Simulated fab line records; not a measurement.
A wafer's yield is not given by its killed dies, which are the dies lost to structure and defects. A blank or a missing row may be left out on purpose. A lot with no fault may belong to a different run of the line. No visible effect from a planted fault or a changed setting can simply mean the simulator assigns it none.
The tool behind it: which one? :: flow nand_harc :: route of 1302 steps, sampled at 1 step: 12 lots, 36 wafers

== WHAT EACH GAUGE READ, for each wafer ==
NHARC_A_M0_CD_MEAS_16.
lot: L075
measured: day 23 04:37
on: cd_sem-01
cd_nm (nm): 79.6 78.2 79.0

lot: L077
measured: day 24 04:11
on: cd_sem-02
cd_nm (nm): 80.1 78.0 79.2

lot: L080
measured: day 24 20:16
on: cd_sem-03
cd_nm (nm): 79.8 80.3 81.2

lot: L081
measured: day 26 06:34
on: cd_sem-03
cd_nm (nm): 80.4 80.9 79.9

lot: L083
measured: day 26 18:18
on: cd_sem-01
cd_nm (nm): 79.8 79.5 81.0

lot: L085
measured: day 27 10:52
on: cd_sem-01
cd_nm (nm): 79.8 79.7 78.8

lot: L088
measured: day 28 09:49
on: cd_sem-03
cd_nm (nm): 80.8 79.4 79.0

lot: L089
measured: day 28 16:31
on: cd_sem-02
cd_nm (nm): 77.6 79.1 79.6

lot: L090
measured: day 29 01:14
on: cd_sem-01
cd_nm (nm): 80.0 80.0 79.5

lot: L093
measured: day 30 13:28
on: cd_sem-01
cd_nm (nm): 79.6 77.3 79.1

lot: L095
measured: day 31 02:00
on: cd_sem-01
cd_nm (nm): 80.6 79.9 80.5

lot: L097
measured: day 32 15:38
on: cd_sem-02
cd_nm (nm): 79.1 78.8 78.9

== TOOL THAT RAN EACH LOT (tool first, then ch and the chambers of the sampled wafers, then the start) ==
The record shows no process step preceding these readings.

== THE ANSWER, worked out from the rows above alone ==
Rule: what is usual is taken from the lots themselves. Put in order of their means at a reading, lots are off if they are a third of the lots or fewer, leave a main group of 4 or more, and stand apart from it by a gap of 3 or more times the standard deviation of the main group's means; of several such gaps the widest counts. A main group whose means are all the same, to the digits that the tables above print for the reading, isn't used. Also off: a lot with no number at a reading for which 4 or more lots have one. The other lots that the step has rows for count as sound.
No lot is off at any reading shown: from this, nothing can be told.

== WHAT HAD BEEN PUT IN BY THE SIMULATOR ==
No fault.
